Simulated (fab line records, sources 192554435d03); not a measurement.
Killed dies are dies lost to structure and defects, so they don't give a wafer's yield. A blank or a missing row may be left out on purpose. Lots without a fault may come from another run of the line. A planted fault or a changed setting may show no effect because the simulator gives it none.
Chamber matching | flow n5_finfet | N5_BEOL_M1_STRIP_19 on rie_diel-05: 4 sister chambers
The step strips in O2. 4 wafers are shown with their chamber, then 11 later ones without.

WAFERS WITH THEIR CHAMBER
wafer  | chamber | showerhead_plenum_p_Torr (Torr)
L087.1 | 1       | 2.22
L087.4 | 0       | 2.05
L087.5 | 3       | 2.07
L088.2 | 2       | 2.22

WAFERS WITHOUT THEIR CHAMBER
wafer  | showerhead_plenum_p_Torr (Torr)
L088.3 | 2.07
L088.5 | 2.22
L091.3 | 2.06
L091.4 | 2.21
L091.6 | 2.22
L093.1 | 2.04
L093.4 | 2.21
L093.6 | 2.21
L094.1 | 2.21
L094.2 | 2.04
L094.3 | 2.21

WHICH CHAMBER EACH WENT THROUGH
wafer  | from the rows above     | in truth
L088.3 | 3                       | 3
L088.5 | can't be placed: 1 or 2 | 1
L091.3 | can't be placed: 3 or 0 | 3
L091.4 | can't be placed: 1 or 2 | 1
L091.6 | can't be placed: 1 or 2 | 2
L093.1 | 0                       | 0
L093.4 | can't be placed: 1 or 2 | 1
L093.6 | can't be placed: 1 or 2 | 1
L094.1 | can't be placed: 1 or 2 | 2
L094.2 | 0                       | 0
L094.3 | can't be placed: 1 or 2 | 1
Placed correctly: 3 of 11. Can't be placed from these rows: 8 (the true chamber is among the candidates in 8). Placed wrongly: 0.
How it was worked out, from the rows above alone: a wafer's distance from a chamber is the root of the sum, over the readings, of the square of ((its reading less the chamber's mean) divided by the reading's scatter). The wafer belongs to the nearest chamber; if the next one is less than 2 further off, it can't be placed. A chamber's mean is the mean of its shown wafers. The scatter: with one shown wafer a chamber, the root of the mean of the squares of how far each hidden wafer lies from its nearest shown one.
